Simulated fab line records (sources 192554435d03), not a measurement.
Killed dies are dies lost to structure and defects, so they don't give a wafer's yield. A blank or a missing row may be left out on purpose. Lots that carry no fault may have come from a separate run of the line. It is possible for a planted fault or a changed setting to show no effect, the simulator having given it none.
Which of the tools did it? + flow n5Finfet + 66 wafers from 22 lots sampled at 6 of the route's 1938 steps

WHAT THE GAUGES SHOWED, per wafer
No reading from a measuring or inspecting step in the record can be judged against a usual standard deviation.

WHICH TOOL RAN EACH LOT (tool, then ch and the chambers of the sampled wafers, then the start)
| lot  | N5_BEOL_M1_DESCUM_33              | N5_BEOL_M1_ETCH_77                | N5_BEOL_M1_VIA_ETCH_34            | N5_BEOL_M1_DEGAS_44         | N5_BEOL_M1_SPUTTER_86       | N5_BEOL_M1_ANNEAL_93        |
|------|-----------------------------------|-----------------------------------|-----------------------------------|-----------------------------|-----------------------------|-----------------------------|
| L076 | rieDiel-03 ch 0,2, day 7 09:53    | rieDiel-03 ch 0,2, day 7 09:55    | rieDiel-04 ch 0,1, day 7 14:05    | pvdSputter-01, day 7 14:55  | pvdSputter-01, day 7 17:57  | pvdSputter-01, day 7 18:41  |
| L077 | rieDiel-02 ch 2,3, day 7 10:05    | rieDiel-02 ch 2,3, day 7 10:07    | rieDiel-03 ch 0,2,3, day 7 14:17  | pvdSputter-03, day 7 14:59  | pvdSputter-03, day 7 18:12  | pvdSputter-03, day 7 18:58  |
| L078 | rieDiel-04 ch 0,1,2, day 7 10:31  | rieDiel-04 ch 0,1,2, day 7 10:32  | rieDiel-03 ch 0,2, day 7 20:35    | pvdSputter-01, day 7 21:10  | pvdSputter-01, day 7 22:25  | pvdSputter-01, day 7 23:10  |
| L079 | rieDiel-02 ch 0,2,3, day 7 11:43  | rieDiel-02 ch 0,2,3, day 7 11:45  | rieDiel-02 ch 1,2,3, day 7 23:23  | pvdSputter-01, day 8 00:11  | pvdSputter-03, day 8 01:30  | pvdSputter-03, day 8 02:14  |
| L080 | rieDiel-03 ch 2,3, day 7 16:30    | rieDiel-03 ch 2,3, day 7 16:32    | rieDiel-03 ch 0,2,3, day 7 23:26  | pvdSputter-03, day 8 00:14  | pvdSputter-01, day 8 01:41  | pvdSputter-01, day 8 02:25  |
| L081 | rieDiel-03 ch 2,3, day 8 01:33    | rieDiel-03 ch 2,3, day 8 01:35    | rieDiel-04 ch 0,3, day 8 02:47    | pvdSputter-01, day 8 03:35  | pvdSputter-02, day 8 04:59  | pvdSputter-02, day 8 05:43  |
| L082 | rieDiel-02 ch 0,2,3, day 8 01:37  | rieDiel-02 ch 0,2,3, day 8 01:38  | rieDiel-04 ch 0,1,3, day 8 03:57  | pvdSputter-01, day 8 04:37  | pvdSputter-03, day 8 05:58  | pvdSputter-03, day 8 06:42  |
| L083 | rieDiel-02 ch 0,3, day 8 09:58    | rieDiel-02 ch 0,3, day 8 10:01    | rieDiel-03 ch 1,2,3, day 8 14:58  | pvdSputter-02, day 8 15:42  | pvdSputter-03, day 8 17:00  | pvdSputter-03, day 8 17:44  |
| L084 | rieDiel-04 ch 0,1, day 9 02:59    | rieDiel-04 ch 0,1, day 9 03:01    | rieDiel-02 ch 2,3, day 9 16:59    | pvdSputter-02, day 9 17:57  | pvdSputter-01, day 9 19:27  | pvdSputter-01, day 9 20:11  |
| L085 | rieDiel-02 ch 0,1,3, day 9 04:45  | rieDiel-02 ch 0,1,3, day 9 04:47  | rieDiel-02 ch 2,3, day 9 13:38    | pvdSputter-03, day 9 14:28  | pvdSputter-01, day 9 16:13  | pvdSputter-01, day 9 16:57  |
| L086 | rieDiel-03 ch 0,3, day 9 08:45    | rieDiel-03 ch 0,3, day 9 08:47    | rieDiel-02 ch 2,3, day 9 22:09    | pvdSputter-02, day 9 23:07  | pvdSputter-01, day 10 03:34 | pvdSputter-01, day 10 04:19 |
| L087 | rieDiel-03 ch 0,2,3, day 9 15:22  | rieDiel-03 ch 0,2,3, day 9 15:24  | rieDiel-02 ch 0,1,3, day 10 02:55 | pvdSputter-03, day 10 03:38 | pvdSputter-02, day 10 05:05 | pvdSputter-02, day 10 05:49 |
| L088 | rieDiel-03 ch 0,2,3, day 9 15:33  | rieDiel-03 ch 0,2,3, day 9 15:35  | rieDiel-04 ch 1,2,3, day 10 02:59 | pvdSputter-02, day 10 03:43 | pvdSputter-03, day 10 05:20 | pvdSputter-03, day 10 06:04 |
| L089 | rieDiel-04 ch 0,3, day 9 22:57    | rieDiel-04 ch 0,3, day 9 22:59    | rieDiel-02 ch 0,1,3, day 10 06:31 | pvdSputter-02, day 10 07:19 | pvdSputter-01, day 10 09:55 | pvdSputter-01, day 10 10:40 |
| L090 | rieDiel-03 ch 0,2,3, day 10 00:33 | rieDiel-03 ch 0,2,3, day 10 00:35 | rieDiel-04 ch 0,1,3, day 10 13:04 | pvdSputter-03, day 10 13:52 | pvdSputter-01, day 10 15:07 | pvdSputter-01, day 10 15:52 |
| L091 | rieDiel-04 ch 0,1,2, day 10 11:32 | rieDiel-04 ch 0,1,2, day 10 11:34 | rieDiel-04 ch 0,1,2, day 10 13:26 | pvdSputter-01, day 10 14:22 | pvdSputter-03, day 10 16:08 | pvdSputter-03, day 10 16:52 |
| L092 | rieDiel-02 ch 2,3, day 10 19:54   | rieDiel-02 ch 2,3, day 10 19:56   | rieDiel-03 ch 1,2, day 10 21:34   | pvdSputter-01, day 10 22:11 | pvdSputter-02, day 10 23:38 | pvdSputter-02, day 11 00:22 |
| L093 | rieDiel-03 ch 0,1,3, day 10 23:16 | rieDiel-03 ch 0,1,3, day 10 23:18 | rieDiel-02 ch 0,2, day 11 00:58   | pvdSputter-01, day 11 01:37 | pvdSputter-01, day 11 04:36 | pvdSputter-01, day 11 05:20 |
| L094 | rieDiel-03 ch 0,2, day 11 12:04   | rieDiel-03 ch 0,2, day 11 12:05   | rieDiel-04 ch 0,2,3, day 11 14:20 | pvdSputter-03, day 11 15:12 | pvdSputter-02, day 11 16:29 | pvdSputter-02, day 11 17:14 |
| L095 | rieDiel-04 ch 2,3, day 11 17:53   | rieDiel-04 ch 2,3, day 11 17:55   | rieDiel-04 ch 0,1,3, day 12 02:05 | pvdSputter-02, day 12 02:36 | pvdSputter-01, day 12 04:03 | pvdSputter-01, day 12 04:47 |
| L097 | rieDiel-03 ch 0,1,2, day 12 00:33 | rieDiel-03 ch 0,1,2, day 12 00:35 | rieDiel-03 ch 1,3, day 12 09:36   | pvdSputter-01, day 12 10:42 | pvdSputter-01, day 12 11:59 | pvdSputter-01, day 12 12:43 |
| L096 | rieDiel-02 ch 1,3, day 12 10:05   | rieDiel-02 ch 1,3, day 12 10:07   | rieDiel-03 ch 2,3, day 12 16:55   | pvdSputter-02, day 12 18:12 | pvdSputter-03, day 12 19:29 | pvdSputter-03, day 12 20:13 |
- N5_BEOL_M1_DESCUM_33: chemistry O2, time 7 s.
- N5_BEOL_M1_ETCH_77: etches underlayer in N2/H2, target depth 6.5 nm, time 5.2 s.
- N5_BEOL_M1_VIA_ETCH_34: etches the open film in C4F6/O2, target depth 67.8 nm, time 64.4 s.
- N5_BEOL_M1_DEGAS_44: time 60 s.
- N5_BEOL_M1_SPUTTER_86: material Cu, target thk 4.5 nm, time 8.29 s.
- N5_BEOL_M1_ANNEAL_93: time 240 s.

AS READ BY THE TOOLS THEMSELVES (means over the sampled wafers that have a number; for cases with no such wafer, the mark the record gives instead)
N5_BEOL_M1_DESCUM_33.
| lot  | tool       | drypumpMotorCurrentA (A) | oesProductAu (a.u.) | rfFwdPowerW (W) | rfVppV (V) | showerheadPlenumPTorr (Torr) | tempC (C) | throttleValvePct (%) |
|------|------------|--------------------------|---------------------|-----------------|------------|------------------------------|-----------|----------------------|
| L076 | rieDiel-03 | 5.5                      | 0.77                | 49.62           | 243.6      | 2.11                         | 40.04     | 20.78                |
| L077 | rieDiel-02 | 5.6                      | 0.70                | 49.53           | 243.1      | 2.07                         | 40.03     | 20.31                |
| L078 | rieDiel-04 | 6.0                      | 0.75                | 49.35           | 243.6      | 2.07                         | 40.00     | 20.50                |
| L079 | rieDiel-02 | 5.4                      | 0.74                | 49.26           | 242.0      | 2.03                         | 40.05     | 20.42                |
| L080 | rieDiel-03 | 5.9                      | 0.84                | 49.46           | 243.3      | 2.15                         | 39.87     | 20.39                |
| L081 | rieDiel-03 | 6.1                      | 0.83                | 49.28           | 244.4      | 2.17                         | 40.05     | 20.42                |
| L082 | rieDiel-02 | 5.4                      | 0.73                | 49.28           | 242.7      | 2.03                         | 39.92     | 20.43                |
| L083 | rieDiel-02 | 5.1                      | 0.77                | 49.13           | 241.0      | 1.99                         | 39.94     | 20.54                |
| L084 | rieDiel-04 | 6.2                      | 0.78                | 49.30           | 241.5      | 2.04                         | 40.13     | 20.32                |
| L085 | rieDiel-02 | 5.2                      | 0.80                | 49.07           | 242.6      | 2.03                         | 39.97     | 20.39                |
| L086 | rieDiel-03 | 6.0                      | 0.77                | 49.52           | 244.7      | 2.16                         | 40.02     | 20.64                |
| L087 | rieDiel-03 | 5.8                      | 0.79                | 49.40           | 243.6      | 2.14                         | 40.05     | 20.63                |
| L088 | rieDiel-03 | 5.8                      | 0.78                | 49.42           | 244.0      | 2.14                         | 40.03     | 20.63                |
| L089 | rieDiel-04 | 6.3                      | 0.82                | 49.38           | 241.9      | 1.97                         | 40.02     | 20.50                |
| L090 | rieDiel-03 | 5.8                      | 0.78                | 49.41           | 243.3      | 2.14                         | 40.03     | 20.63                |
| L091 | rieDiel-04 | 6.0                      | 0.83                | 49.27           | 243.1      | 2.06                         | 40.03     | 20.43                |
| L092 | rieDiel-02 | 5.6                      | 0.70                | 49.49           | 242.7      | 2.08                         | 39.98     | 20.45                |
| L093 | rieDiel-03 | 5.8                      | 0.80                | 49.18           | 244.0      | 2.14                         | 39.98     | 20.59                |
| L094 | rieDiel-03 | 5.6                      | 0.79                | 49.50           | 242.9      | 2.11                         | 40.06     | 20.61                |
| L095 | rieDiel-04 | 5.7                      | 0.92                | 49.33           | 243.0      | 2.12                         | 39.85     | 20.46                |
| L097 | rieDiel-03 | 5.6                      | 0.81                | 49.41           | 242.6      | 2.11                         | 39.88     | 20.58                |
| L096 | rieDiel-02 | 5.3                      | 0.76                | 49.31           | 244.2      | 2.07                         | 39.98     | 20.40                |

N5_BEOL_M1_ETCH_77.
| lot  | tool       | drypumpMotorCurrentA (A) | etchRfOnTimeS (s) | oesProductAu (a.u.) | rfFwdPowerW (W) | rfVppV (V) | showerheadPlenumPTorr (Torr) | throttleValvePct (%) |
|------|------------|--------------------------|-------------------|---------------------|-----------------|------------|------------------------------|----------------------|
| L076 | rieDiel-03 | 5.5                      | 5.21              | 0.66                | 817.2           | 524.4      | 2.55                         | 18.13                |
| L077 | rieDiel-02 | 5.7                      | 5.32              | 0.60                | 819.8           | 522.2      | 2.53                         | 17.83                |
| L078 | rieDiel-04 | 6.0                      | 5.22              | 0.65                | 819.6           | 524.1      | 2.51                         | 17.89                |
| L079 | rieDiel-02 | 5.4                      | 5.17              | 0.63                | 820.0           | 522.0      | 2.48                         | 17.87                |
| L080 | rieDiel-03 | 5.9                      | 5.22              | 0.71                | 819.6           | 525.4      | 2.62                         | 17.79                |
| L081 | rieDiel-03 | 6.1                      | 5.27              | 0.71                | 821.1           | 527.0      | 2.64                         | 17.80                |
| L082 | rieDiel-02 | 5.4                      | 5.19              | 0.63                | 819.0           | 520.8      | 2.47                         | 17.90                |
| L083 | rieDiel-02 | 5.1                      | 5.21              | 0.65                | 819.9           | 519.0      | 2.42                         | 17.96                |
| L084 | rieDiel-04 | 6.2                      | 5.09              | 0.68                | 820.4           | 523.5      | 2.49                         | 17.84                |
| L085 | rieDiel-02 | 5.2                      | 5.23              | 0.68                | 823.5           | 521.8      | 2.46                         | 17.81                |
| L086 | rieDiel-03 | 6.0                      | 5.30              | 0.66                | 818.2           | 526.0      | 2.62                         | 17.97                |
| L087 | rieDiel-03 | 5.8                      | 5.21              | 0.67                | 819.5           | 526.6      | 2.59                         | 17.98                |
| L088 | rieDiel-03 | 5.8                      | 5.29              | 0.67                | 818.1           | 524.7      | 2.59                         | 17.98                |
| L089 | rieDiel-04 | 6.3                      | 5.15              | 0.70                | 818.0           | 519.8      | 2.39                         | 17.83                |
| L090 | rieDiel-03 | 5.8                      | 5.21              | 0.67                | 819.7           | 524.8      | 2.59                         | 17.99                |
| L091 | rieDiel-04 | 6.0                      | 5.17              | 0.71                | 820.6           | 522.0      | 2.50                         | 17.80                |
| L092 | rieDiel-02 | 5.6                      | 5.17              | 0.60                | 817.3           | 523.7      | 2.53                         | 17.87                |
| L093 | rieDiel-03 | 5.8                      | 5.19              | 0.69                | 820.3           | 524.8      | 2.60                         | 17.98                |
| L094 | rieDiel-03 | 5.6                      | 5.21              | 0.67                | 822.2           | 524.0      | 2.55                         | 18.01                |
| L095 | rieDiel-04 | 5.7                      | 5.18              | 0.77                | 817.5           | 524.7      | 2.56                         | 17.67                |
| L097 | rieDiel-03 | 5.6                      | 5.11              | 0.70                | 821.2           | 525.3      | 2.57                         | 18.03                |
| L096 | rieDiel-02 | 5.4                      | 5.22              | 0.64                | 818.2           | 524.2      | 2.51                         | 17.77                |

N5_BEOL_M1_VIA_ETCH_34.
| lot  | tool       | O2_flow_sccm (sccm) | drypumpMotorCurrentA (A) | oesProductAu (a.u.) | rfFwdPowerW (W) | rfVppV (V) | showerheadPlenumPTorr (Torr) | throttleValvePct (%) |
|------|------------|---------------------|--------------------------|---------------------|-----------------|------------|------------------------------|----------------------|
| L076 | rieDiel-04 | 10.02               | 6.3                      | 0.80                | 347.3           | 668        | 2.74                         | 31.00                |
| L077 | rieDiel-03 | 9.97                | 5.8                      | 0.81                | 347.2           | 658        | 2.91                         | 30.94                |
| L078 | rieDiel-03 | 10.00               | 5.5                      | 0.77                | 347.4           | 662        | 2.85                         | 31.05                |
| L079 | rieDiel-02 | 9.99                | 5.5                      | 0.78                | 347.5           | 673        | 2.82                         | 30.57                |
| L080 | rieDiel-03 | 9.99                | 5.8                      | 0.80                | 347.9           | 657        | 2.91                         | 30.94                |
| L081 | rieDiel-04 | 9.95                | 6.1                      | 0.93                | 347.1           | 667        | 2.75                         | 30.89                |
| L082 | rieDiel-04 | 10.00               | 6.2                      | 0.85                | 345.6           | 665        | 2.78                         | 30.88                |
| L083 | rieDiel-03 | 10.01               | 5.9                      | 0.88                | 346.8           | 650        | 2.93                         | 30.78                |
| L084 | rieDiel-02 | 10.01               | 5.6                      | 0.70                | 347.2           | 679        | 2.82                         | 30.65                |
| L085 | rieDiel-02 | 10.00               | 5.7                      | 0.69                | 347.3           | 680        | 2.82                         | 30.65                |
| L086 | rieDiel-02 | 10.01               | 5.7                      | 0.69                | 347.5           | 679        | 2.82                         | 30.66                |
| L087 | rieDiel-02 | 9.98                | 5.2                      | 0.80                | 346.3           | 664        | 2.75                         | 30.70                |
| L088 | rieDiel-04 | 10.00               | 5.9                      | 0.89                | 346.2           | 658        | 2.85                         | 30.74                |
| L089 | rieDiel-02 | 9.98                | 5.2                      | 0.80                | 346.1           | 664        | 2.75                         | 30.69                |
| L090 | rieDiel-04 | 9.99                | 6.2                      | 0.82                | 346.9           | 663        | 2.77                         | 30.89                |
| L091 | rieDiel-04 | 10.00               | 6.0                      | 0.83                | 346.7           | 662        | 2.81                         | 30.89                |
| L092 | rieDiel-03 | 10.01               | 5.7                      | 0.86                | 345.8           | 651        | 2.88                         | 30.65                |
| L093 | rieDiel-02 | 10.01               | 5.5                      | 0.71                | 348.3           | 667        | 2.75                         | 30.74                |
| L094 | rieDiel-04 | 10.02               | 5.9                      | 0.86                | 346.3           | 664        | 2.78                         | 30.89                |
| L095 | rieDiel-04 | 9.98                | 6.2                      | 0.82                | 348.6           | 663        | 2.77                         | 30.90                |
| L097 | rieDiel-03 | 10.00               | 6.0                      | 0.86                | 346.1           | 645        | 2.94                         | 30.87                |
| L096 | rieDiel-03 | 10.03               | 5.9                      | 0.81                | 346.1           | 653        | 2.90                         | 30.73                |

N5_BEOL_M1_DEGAS_44.
| lot  | tool          | heaterPowerW (W) |
|------|---------------|------------------|
| L076 | pvdSputter-01 | 331              |
| L077 | pvdSputter-03 | 312              |
| L078 | pvdSputter-01 | 344              |
| L079 | pvdSputter-01 | 315              |
| L080 | pvdSputter-03 | 307              |
| L081 | pvdSputter-01 | 313              |
| L082 | pvdSputter-01 | 314              |
| L083 | pvdSputter-02 | 325              |
| L084 | pvdSputter-02 | 317              |
| L085 | pvdSputter-03 | 325              |
| L086 | pvdSputter-02 | 309              |
| L087 | pvdSputter-03 | 331              |
| L088 | pvdSputter-02 | 314              |
| L089 | pvdSputter-02 | 286              |
| L090 | pvdSputter-03 | 326              |
| L091 | pvdSputter-01 | 320              |
| L092 | pvdSputter-01 | 326              |
| L093 | pvdSputter-01 | 301              |
| L094 | pvdSputter-03 | 313              |
| L095 | pvdSputter-02 | 297              |
| L097 | pvdSputter-01 | 312              |
| L096 | pvdSputter-02 | 327              |

N5_BEOL_M1_SPUTTER_86.
| lot  | tool          | chuckGasFlowSccm (sccm) | throttleValvePct (%) |
|------|---------------|-------------------------|----------------------|
| L076 | pvdSputter-01 | 1.31                    | 30.0                 |
| L077 | pvdSputter-03 | 1.26                    | 30.9                 |
| L078 | pvdSputter-01 | 1.24                    | 30.2                 |
| L079 | pvdSputter-03 | 1.24                    | 30.5                 |
| L080 | pvdSputter-01 | 1.31                    | 29.8                 |
| L081 | pvdSputter-02 | 1.27                    | 30.9                 |
| L082 | pvdSputter-03 | 1.29                    | 31.5                 |
| L083 | pvdSputter-03 | 1.27                    | 31.2                 |
| L084 | pvdSputter-01 | 1.25                    | 30.2                 |
| L085 | pvdSputter-01 | 1.26                    | 29.8                 |
| L086 | pvdSputter-01 | 1.27                    | 30.0                 |
| L087 | pvdSputter-02 | 1.24                    | 31.0                 |
| L088 | pvdSputter-03 | 1.22                    | 31.0                 |
| L089 | pvdSputter-01 | 1.25                    | 30.1                 |
| L090 | pvdSputter-01 | 1.24                    | 29.8                 |
| L091 | pvdSputter-03 | 1.25                    | 31.1                 |
| L092 | pvdSputter-02 | 1.25                    | 30.5                 |
| L093 | pvdSputter-01 | 1.30                    | 30.3                 |
| L094 | pvdSputter-02 | 1.32                    | 30.9                 |
| L095 | pvdSputter-01 | 1.26                    | 30.4                 |
| L097 | pvdSputter-01 | 1.31                    | 30.0                 |
| L096 | pvdSputter-03 | 1.25                    | 30.6                 |

N5_BEOL_M1_ANNEAL_93.
| lot  | tool          | heaterPowerW (W) |
|------|---------------|------------------|
| L076 | pvdSputter-01 | 780              |
| L077 | pvdSputter-03 | 775              |
| L078 | pvdSputter-01 | 809              |
| L079 | pvdSputter-03 | 776              |
| L080 | pvdSputter-01 | 852              |
| L081 | pvdSputter-02 | 736              |
| L082 | pvdSputter-03 | 789              |
| L083 | pvdSputter-03 | 802              |
| L084 | pvdSputter-01 | 790              |
| L085 | pvdSputter-01 | 817              |
| L086 | pvdSputter-01 | 813              |
| L087 | pvdSputter-02 | 729              |
| L088 | pvdSputter-03 | 769              |
| L089 | pvdSputter-01 | 823              |
| L090 | pvdSputter-01 | 815              |
| L091 | pvdSputter-03 | 796              |
| L092 | pvdSputter-02 | 784              |
| L093 | pvdSputter-01 | 787              |
| L094 | pvdSputter-02 | 762              |
| L095 | pvdSputter-01 | 799              |
| L097 | pvdSputter-01 | 804              |
| L096 | pvdSputter-03 | 786              |

THE ANSWER, worked out from the rows above alone
Rule: what is usual is taken from the lots themselves. Put in order of their means at a reading, lots are off if they are a third of the lots or fewer, leave a main group of 4 or more, and stand apart from it by a gap of 3 or more times the standard deviation of the main group's means; of several such gaps the widest counts. The tables above print the reading to a certain number of digits; a main group whose means all agree to those digits is not used. A lot without any number at a reading at which 4 lots or more have one is off too. All remaining lots with rows at the step are treated as sound. The gauges are gone through in route order, then the tools' own readings, and for those a lot's mean is taken as printed above. The first step at which some lot is off is used, and at that step the reading that is off furthest; a lot without a number counts as furthest.
No lot is off at any reading shown: from this, nothing can be told.

WHAT THE SIMULATOR HAD PUT IN
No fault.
